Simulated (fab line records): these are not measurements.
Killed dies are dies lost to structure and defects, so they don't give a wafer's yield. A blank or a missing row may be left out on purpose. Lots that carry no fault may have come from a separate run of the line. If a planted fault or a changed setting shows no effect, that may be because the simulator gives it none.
The tool behind it: which one? ; flow nand_harc ; 14 lots (42 wafers sampled), 1 step of a 1159-step route

WHAT THE GAUGES READ, wafer by wafer
NHARC_A_BLC_OVL_MEAS_11.
lot;measured;on;overlay_x_nm (nm);overlay_y_nm (nm)
L288;day 17 12:11;overlay-01;0.5 0.1 0.3;-0.4 -0.1 0.4
L289;day 17 13:04;overlay-01;0.6 0.7 0.7;-0.6 -0.5 -0.4
L292;day 18 08:11;overlay-01;-0.1 -0.6 -0.3;-0.5 -0.9 -0.7
L293;day 18 13:50;overlay-02;1.3 1.2 0.8;1.1 0.8 0.7
L290;day 18 19:34;overlay-01;0.3 -0.4 -0.4;-1.2 -0.4 -0.9
L291;day 19 04:34;overlay-01;0.1 0.4 0.4;1.8 1.4 1.6
L301;day 20 10:16;overlay-02;0.0 -0.5 -0.1;-1.3 -1.8 -1.1
L302;day 21 20:10;overlay-02;0.2 0.2 -0.1;-0.6 -0.8 -0.8
L306;day 22 04:59;overlay-02;-1.3 -0.4 -0.2;-0.3 -0.5 -0.5
L307;day 22 05:35;overlay-02;-0.1 -0.1 -0.5;-0.4 -0.1 -0.5
L305;day 22 06:12;overlay-01;0.6 0.6 0.2;1.4 1.3 1.3
L308;day 22 10:30;overlay-02;-0.3 0.5 -0.1;-0.5 0.2 -0.1
L309;day 22 23:02;overlay-01;-1.6 -1.2 -1.2;-0.2 -0.7 0.0
L310;day 23 09:20;overlay-02;-0.6 -0.4 -0.2;0.0 -0.7 -0.3

TOOL THAT RAN EACH LOT (tool first, then ch and the chambers of the sampled wafers, then the start)
The record holds no process step before these readings.

WHAT THE TOOLS THEMSELVES READ (means of the sampled wafers that have a number; where no wafer has one, the mark that the record gives instead)
The record holds no such reading with a usual standard deviation.

THE ANSWER, worked out from the rows above alone
Rule: the usual values come from the lots themselves. The widest of any qualifying gaps counts: lots, ordered by their means at a reading, are off when they make up no more than a third of the lots, leave a main group of 4 or more, and stand apart from it by 3 or more times the standard deviation of that group's means. A main group whose means are all the same, to the digits that the tables above print for the reading, isn't used. A lot without any number at a reading at which 4 lots or more have one is off too. The other lots that the step has rows for count as sound. The gauges are gone through in route order, then the tools' own readings, and for those a lot's mean is taken as printed above. The first step at which some lot is off is used, and at that step the reading that is off furthest; a lot without a number counts as furthest.
None of the lots is off at any reading shown; this tells nothing.

WHAT THE SIMULATOR HAD INSERTED
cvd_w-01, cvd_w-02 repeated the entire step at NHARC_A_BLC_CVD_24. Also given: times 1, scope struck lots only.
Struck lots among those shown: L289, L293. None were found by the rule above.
